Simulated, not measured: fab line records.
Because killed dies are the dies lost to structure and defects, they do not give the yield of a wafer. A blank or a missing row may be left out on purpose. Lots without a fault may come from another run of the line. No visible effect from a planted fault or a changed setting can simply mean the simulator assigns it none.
fab line records	flow n5_finfet
record: lots: 6	wafers: 16	last_day: 17
route steps=1938 shown BEOL_M8@1377 PASSIVATION@1936
lots with no fault: from the same line, run without faults
start_h: hours from the record's first day to the start of the lot's first wafer shown	wait_h: time in hours since the lot's previous step	" repeats the value in the row above	L1.1+2: a row that stands for several wafers	- no value, or no start was given	* or withheld: withheld	< > ~ a bound
route shown NAME@n: a module of which the file shows steps, and the number in the route of the first	usual: mean/standard deviation taken from wafers without a fault	same: alike in all rows	chamber/n: place in a boat	sites: readings site by site	_std_site: standard deviation of those values	_edge_site: the outer-site mean with the inner-site mean subtracted	radius_mm: for every site, how far away it sits from the centre of the wafer	mask NAME#n: copy n	behind: tool/chamber where the wafer was last shaped	hold: why the lot went on hold/how many hours it stayed there/how the hold came to an end	device: whichever transistor did not switch (one of n, p or np)	end of line: tests of these same wafers at the route's end	a step without rows: its recipe alone	killed: the dies lost at the first sort to structure and to defects; this is not the yield of the wafer	map: shows each die of a wafer: x if killed, . if not, _ if none is there
set.NAME: setting as actually run; set.NAME@STEP: the setting as run at that earlier step	model.NAME: the simulator's own value behind a step, which no gauge read
lots at selected steps of the route; one table per step, one row per wafer
services: the hour from which a tool's chamber was out of use, counted from the record's first day as start_h (under 0 if before that day), plus the number of hours and why
== steps ==
step: N5_BEOL_M8_TRENCH_ETCH_37
recipe: chemistry: C4F6/O2	target_depth_a: 934.78	target: SiCOH_lowk	time_s: 31.2	ion_energy_ev: 250	pressure_mtorr: 30	source_w: 345	bias_w: 185	Ar_flow_sccm: 300	C4F6_flow_sccm: 10	O2_flow_sccm: 10
usual: chamber_pressure_mTorr: 30.001/0.027	drypump_motor_current_A: 5.7/0.47	oes_f_703_au: 0.79/0.065	oes_product_au: 0.80/0.075	rf_fwd_power_W: 339.8/1.8	rf_vpp_V: 664/24	showerhead_plenum_p_Torr: 2.83/0.076	throttle_valve_pct: 21.06/0.24
lot.wafer	tool	chamber	start_h	wait_h	chamber_pressure_mTorr	drypump_motor_current_A	oes_f_703_au	oes_product_au	rf_fwd_power_W	rf_hours_counter_h	rf_vpp_V	showerhead_plenum_p_Torr	throttle_valve_pct
L799.2	rie_diel-01	2	-	-	29.970	5.3	0.75	0.72	340.1	160	624	2.99	21.23
L799.5	"	0	"	"	29.980	6.3	0.77	0.77	337.9	-	682	2.88	21.13
L801.1	rie_diel-04	3	-	-	29.994	6.1	0.86	0.89	339.2	51	684	2.78	20.70
L801.4	"	2	"	"	30.000	5.3	0.88	0.89	340.6	38	677	2.79	20.73
L801.5	"	2	"	"	30.032	5.4	0.87	0.89	341.2	-	678	2.79	20.72
L804.1	rie_diel-04	3	-	-	30.011	6.0	0.86	0.89	343.1	58	686	2.77	20.71
L804.2	"	1	"	"	30.054	5.4	0.82	0.81	337.3	90	624	2.91	21.13
L805.2	rie_diel-05	3	-	-	29.985	5.0	0.82	0.87	339.2	64	661	2.80	20.99
L805.3	"	0	"	"	30.022	5.1	0.81	0.81	340.1	102	665	2.79	21.07
L805.6	"	3	"	"	30.031	5.0	0.81	0.86	340.5	-	660	2.80	21.00
L807.2	rie_diel-05	2	-	-	29.993	6.7	0.67	0.66	343.5	228	649	2.78	21.32
L807.4	"	0	"	"	29.966	5.1	0.80	0.82	340.4	105	667	2.79	21.08
L807.6	"	3	"	"	29.997	5.0	0.82	0.85	340.4	-	660	2.80	21.02
L814.1	rie_diel-04	0	-	-	29.998	5.9	0.72	0.71	338.8	184	642	2.70	20.80
L814.3	"	1	"	"	29.999	5.4	0.80	0.79	337.2	114	623	2.90	21.18
L814.5	"	1	"	"	29.988	5.4	0.80	0.78	336.8	-	623	2.90	21.19
step: N5_BEOL_M8_ETCH_41
recipe: chemistry: CH3F/O2	target: SiCN	target_depth_a: 319	taper_deg: 2	time_s: 57.8	ion_energy_ev: 120	mask_material: TiN	pressure_mtorr: 30	source_w: 395	bias_w: 75	Ar_flow_sccm: 150	CH3F_flow_sccm: 30	O2_flow_sccm: 20
step: N5_BEOL_M8_STRIP_80
recipe: chemistry: N2/H2	time_s: 10	power_w: 450	temp_c: 40	pressure_mtorr: 20	rf_frequency_hz: 6e+07	bias_power_w: 7	n2_flow_sccm: 200	h2_flow_sccm: 200
usual: bias_power_w: 7.004/0.022	chamber_pressure_mTorr: 20.003/0.019	drypump_motor_current_A: 5.7/0.47	oes_product_au: 0.80/0.073	rf_vpp_V: 59.0/0.85	showerhead_plenum_p_Torr: 2.52/0.06	temp_c: 40.00/0.12	throttle_valve_pct: 23.8/0.37
lot.wafer	tool	chamber	start_h	wait_h	bias_power_w	chamber_pressure_mTorr	drypump_motor_current_A	oes_product_au	rf_hours_counter_h	rf_vpp_V	showerhead_plenum_p_Torr	temp_c	throttle_valve_pct
L799.2	rie_diel-01	2	-	-	7.009	20.002	5.3	0.73	160	59.3	2.64	39.78	23.9
L799.5	"	0	"	"	7.013	19.996	6.3	0.74	-	59.2	2.56	40.04	23.9
L801.1	rie_diel-04	3	-	-	6.999	19.993	6.0	0.89	51	59.3	2.46	39.94	23.3
L801.4	"	2	"	"	7.015	19.998	5.4	0.89	38	59.5	2.50	40.03	23.6
L801.5	"	2	"	"	7.025	20.021	5.4	0.87	-	57.4	2.50	39.95	23.6
L804.1	rie_diel-04	3	-	-	7.000	20.010	6.0	0.88	58	58.8	2.46	39.82	23.3
L804.2	"	1	"	"	6.975	20.007	5.4	0.83	90	58.8	2.58	40.05	23.5
L805.2	rie_diel-05	3	-	-	7.017	20.012	5.0	0.88	64	58.0	2.47	39.75	23.6
L805.3	"	0	"	"	7.002	20.005	5.1	0.81	102	58.2	2.45	40.01	23.8
L805.6	"	3	"	"	7.026	19.997	5.0	0.88	-	59.5	2.46	39.89	23.6
L807.2	rie_diel-05	2	-	-	7.047	19.981	6.7	0.69	228	59.6	2.53	40.08	24.8
L807.4	"	0	"	"	6.978	20.006	5.1	0.83	105	59.4	2.45	40.05	23.8
L807.6	"	3	"	"	7.009	20.023	5.0	0.88	-	59.3	2.46	39.97	23.6
L814.1	rie_diel-04	0	-	-	6.984	20.020	5.9	0.73	184	58.2	2.44	39.92	24.0
L814.3	"	1	"	"	6.961	19.992	5.4	0.80	114	59.3	2.57	40.05	23.5
L814.5	"	1	"	"	6.972	20.029	5.4	0.81	-	58.3	2.57	40.09	23.5
step: N5_BEOL_M8_OCD_MEAS_38
usual: trench_depth_nm: 93.1/2.3
lot.wafer	tool	chamber	start_h	wait_h	trench_depth_nm
L799.2	ocd-01	-	252.17	-	91.9
L799.5	"	-	"	"	93.3
L801.1	ocd-01	-	256.08	-	96.5
L801.4	"	-	"	"	94.2
L801.5	"	-	"	"	94.3
L804.1	ocd-01	-	278.42	-	95.5
L804.2	"	-	"	"	94.9
L805.2	ocd-01	-	287.76	-	93.6
L805.3	"	-	"	"	94.5
L805.6	"	-	"	"	92.2
L807.2	ocd-02	-	297.22	-	86.7
L807.4	"	-	"	"	95.4
L807.6	"	-	"	"	92.8
L814.1	ocd-01	-	343.82	-	89.1
L814.3	"	-	"	"	92.9
L814.5	"	-	"	"	93.5
step: N5_BEOL_M8_HM_STRIP_39
recipe: chemistry: peroxide_tin_strip	material: TiN	target_depth_a: 250	temp_c: 50	time_s: 158
step: N5_BEOL_M8_SRD_40
recipe: time_s: 30	temp_c: 23	rinse_liquid: diw	dry: ipa_marangoni
step: N5_BEOL_M8_PRECLEAN_42
recipe: chemistry: residue_remover	time_s: 60	temp_c: 40
step: N5_BEOL_M8_SRD_43
recipe: time_s: 30	temp_c: 23	rinse_liquid: diw	dry: ipa_marangoni
step: N5_BEOL_M8_CD_MEAS_35
recipe: target_cd_nm: 40	polarity: opening
usual: cd_nm: 40.3/0.73
lot.wafer	tool	chamber	start_h	wait_h	cd_nm
L799.2	cd_sem-02	-	252.32	0.0	40.5
L799.5	"	-	"	"	40.1
L801.1	cd_sem-02	-	256.23	0.0	40.4
L801.4	"	-	"	"	41.6
L801.5	"	-	"	"	40.2
L804.1	cd_sem-02	-	278.68	0.0	39.8
L804.2	"	-	"	"	40.2
L805.2	cd_sem-02	-	287.91	0.0	39.8
L805.3	"	-	"	"	40.0
L805.6	"	-	"	"	39.6
L807.2	cd_sem-03	-	297.38	0.0	39.9
L807.4	"	-	"	"	39.6
L807.6	"	-	"	"	39.7
L814.1	cd_sem-03	-	343.97	0.0	40.6
L814.3	"	-	"	"	40.3
L814.5	"	-	"	"	40.5
step: N5_BEOL_M8_CURE_75
recipe: temp_c: 370	time_s: 120	ambient: DMADMS/He	material: SiCOH_lowk
usual: lamp_power_pct: 52.31/0.053	wafer_temp_C_max: 372.1/0.73
lot.wafer	tool	chamber	start_h	wait_h	lamp_power_pct	wafer_temp_C_max
L799.2	uv_cure-03	1	252.46	0.1	52.30	372.3
L799.5	"	1	"	"	52.27	373.8
L801.1	uv_cure-02	2	256.27	0.0	52.27	371.7
L801.4	"	2	"	"	52.23	371.6
L801.5	"	2	"	"	52.27	371.3
L804.1	uv_cure-02	0	278.72	0.0	52.39	372.8
L804.2	"	0	"	"	52.36	372.5
L805.2	uv_cure-01	1	288.00	0.1	52.24	372.4
L805.3	"	1	"	"	52.31	373.4
L805.6	"	1	"	"	52.25	373.3
L807.2	uv_cure-03	2	297.47	0.1	52.30	371.7
L807.4	"	2	"	"	52.37	372.2
L807.6	"	2	"	"	52.25	371.9
L814.1	uv_cure-03	2	344.02	0.0	52.28	372.1
L814.3	"	2	"	"	52.35	371.6
L814.5	"	2	"	"	52.31	372.3
step: N5_BEOL_M8_DEGAS_44
recipe: ambient: vacuum	temp_c: 250	time_s: 60
step: N5_BEOL_M8_PRE_CLEAN_45
recipe: gas: H2/He	time_s: 30	temp_c: 250
usual: heater_power_w: 342/36
lot.wafer	tool	chamber	start_h	wait_h	heater_power_w
L799.2	pvd_sputter-02	-	253.74	0.0	323
L799.5	"	-	"	"	285
L801.1	pvd_sputter-01	-	256.66	0.0	397
L801.4	"	-	"	"	362
L801.5	"	-	"	"	365
L804.1	pvd_sputter-01	-	279.46	0.0	405
L804.2	"	-	"	"	299
L805.2	pvd_sputter-03	-	290.30	0.0	393
L805.3	"	-	"	"	349
L805.6	"	-	"	"	366
L807.2	pvd_sputter-02	-	298.09	0.0	328
L807.4	"	-	"	"	353
L807.6	"	-	"	"	306
L814.1	pvd_sputter-03	-	344.72	0.0	342
L814.3	"	-	"	"	402
L814.5	"	-	"	"	338
step: N5_BEOL_M8_ALD_77
recipe: material: TaN	target_thk_a: 20	temp_c: 275	ald_precursor_family: PDMAT	ald_co_reactant: NH3	pressure_torr: 3	carrier_flow_sccm: 1500	pulse_time_s: 2	purge_time_s: 3	co_reactant_purge_time_s: 2	co_reactant_pulse_time_s: 3	ald_cycles: 40	precursor_vessel_temp_c: 75	precursor_vessel_pressure_torr: 26.25	precursor_vessel_carrier_sccm: 1000
usual: ald_cycles: 40/0	heater_power_outer_w: 224/26	heater_power_w: 408/44
lot.wafer	tool	chamber	start_h	wait_h	ald_cycles	heater_power_outer_w	heater_power_w
L799.2	ald_metal-03	0	253.80	0.0	37	285	475
L799.5	"	2	"	"	37	193	372
L801.1	ald_metal-03	1	256.73	0.0	40	221	417
L801.4	"	0	"	"	40	287	496
L801.5	"	2	"	"	37	191	375
L804.1	ald_metal-01	1	279.52	0.0	40	256	469
L804.2	"	0	"	"	40	218	367
L805.2	ald_metal-01	3	290.36	0.0	40	226	409
L805.3	"	2	"	"	40	222	432
L805.6	"	1	"	"	40	252	455
L807.2	ald_metal-01	3	298.30	0.2	40	222	417
L807.4	"	1	"	"	40	245	464
L807.6	"	3	"	"	40	223	398
L814.1	ald_metal-01	0	344.80	0.1	40	214	369
L814.3	"	3	"	"	40	224	400
L814.5	"	0	"	"	40	212	366
step: N5_BEOL_M8_SURFACE_TREAT_79
recipe: gas: Ar	time_s: *	ion_energy_ev: *	ion_current_ma_cm2: 0.5	pressure_mtorr: *	ar_flow_sccm: 30
usual: throttle_valve_pct: *
lot.wafer	tool	chamber	start_h	wait_h	throttle_valve_pct
L799.2	pvd_sputter-02	-	254.34	0.4	*
L799.5	"	-	"	"	*
L801.1	pvd_sputter-01	-	257.06	0.2	*
L801.4	"	-	"	"	*
L801.5	"	-	"	"	*
L804.1	pvd_sputter-01	-	279.86	0.2	*
L804.2	"	-	"	"	*
L805.2	pvd_sputter-03	-	290.72	0.2	*
L805.3	"	-	"	"	*
L805.6	"	-	"	"	*
L807.2	pvd_sputter-02	-	298.85	0.4	*
L807.4	"	-	"	"	*
L807.6	"	-	"	"	*
L814.1	pvd_sputter-03	-	345.18	0.2	*
L814.3	"	-	"	"	*
L814.5	"	-	"	"	*
step: N5_PASSIVATION_PROBE_49
usual: defect_limited_yield: 91.2/1.4	killed_at_M0_to_M3: 32/9.3	killed_at_M4_up: 14/4.9	killed_at_contacts: 15/7.5	killed_at_front_end: 40/11	killed_at_other: 4/3.3	killed_dies: 104/17	killed_open: 68/14	killed_short: 33/7.9	sort_bin_5_function: 5.2/0.99	sort_bin_6_memory: 3.2/0.65	sort_bin_8_speed: 0.03/0.19	sort_n_pass: 1076/17	sort_yield_pct: 91.1/1.5
same: gross_dies: 1180	killed_at_back_side: 0	sort_bin_4_leakage[%]: 0
lot.wafer	tool	chamber	start_h	wait_h	defect_limited_yield[%]	killed_at_M0_to_M3	killed_at_M4_up	killed_at_contacts	killed_at_front_end	killed_at_other	killed_dies	killed_open	killed_short	sort_bin_5_function[%]	sort_bin_6_memory[%]	sort_bin_8_speed[%]	sort_n_pass	sort_yield_pct[%]
L805.2	prober-01	-	356.37	0.1	89.0	52	13	15	48	2	130	97	32	6.8	3.7	0	1050	89.0
L805.3	prober-01	-	356.42	0.1	92.0	28	12	6	46	2	94	57	36	5.0	2.6	0	1086	92.0
L805.6	prober-01	-	356.57	0.3	89.7	58	17	7	34	5	121	75	43	5.4	4.5	0.08	1058	89.7
killed by level:class
L805.2 BEOL_M1:geometric_particle:open=15 STI_FIN_REVEAL:geometric_particle:open=13 MOL_CONTACT_COAG:geometric_particle:open=12 BEOL_M0_SAQP:geometric_particle:short=11 BEOL_M4:geometric_particle:open=10 BEOL_M0_SAQP:geometric_particle:open=8 BEOL_M3:geometric_particle:open=6 DUMMY_GATE:geometric_particle:open=6
L805.3 STI_FIN_REVEAL:geometric_particle:open=17 BEOL_M1:geometric_particle:open=7 BEOL_M0_SAQP:geometric_particle:short=6 FIN_SAQP:geometric_particle:open=5 STI_FIN_REVEAL:geometric_particle:short=5 MOL_CONTACT_COAG:geometric_particle:open=5 BEOL_M0_SAQP:geometric_particle:open=5 ILD0:geometric_particle:short=4
L805.6 BEOL_M0_SAQP:geometric_particle:short=15 BEOL_M1:geometric_particle:open=11 BEOL_M0_SAQP:geometric_particle:open=10 BEOL_M4:geometric_particle:open=10 BEOL_M3:geometric_particle:open=8 FIN_SAQP:geometric_particle:short=7 STI_FIN_REVEAL:geometric_particle:open=7 FIN_SAQP:geometric_particle:open=5
== services ==
tool	chamber	start_h	hours	kind
rie_diel-05	1	230.89	5.4	repair
uv_cure-02	-	231.90	7.9	repair
rie_diel-04	2	242.38	12.5	repair
rie_diel-01	1	260.23	-	clean
rie_diel-01	1	260.23	-	consumable_replace:esc
rie_diel-01	1	260.23	-	consumable_replace:focus_ring
rie_diel-01	1	260.23	28.3	scheduled_down
rie_diel-01	1	260.23	28.3	vent_cycle
uv_cure-01	-	282.84	0.8	repair
ald_metal-03	-	291.66	0.7	repair
rie_diel-05	2	298.44	8.7	repair
ald_metal-01	0	310.92	5.6	repair
uv_cure-01	-	319.23	1.0	pm
rie_diel-01	2	319.59	4.7	repair
rie_diel-05	3	327.61	10.9	repair
uv_cure-01	-	328.05	7.5	pm
ald_metal-03	-	337.43	14.0	pm
ald_metal-03	0	337.43	14.0	vent_cycle
ald_metal-03	1	337.43	14.0	vent_cycle
ald_metal-03	2	337.43	14.0	vent_cycle
ald_metal-03	3	337.43	14.0	vent_cycle
rie_diel-01	-	342.20	0.2	repair
== key ==
first_sign: step: N5_BEOL_M8_ALD_77	reading: ald_cycles	direction: down	sigmas: 99+	usual: *	struck: *
effect none on later readings
met_at N5_BEOL_M8_ALD_77
struck_wafers L799.2,L799.5,L801.5
baseline_loss: step: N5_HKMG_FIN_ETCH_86	wafers: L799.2
fault: kind: process_parameter_drift	tool: ald_metal-03	chamber: -	onset_h: 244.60	steps: N5_BEOL_M8_ALD_77	channel: ald_cycles	offset: *	shape: step	end_h: 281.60	scope: struck_wafers_only	acts_in: *	stated: *
baseline_loss: these wafers lose ten dies or more at that step, a loss of the line's own and not of a fault; the sort's usual values leave them out
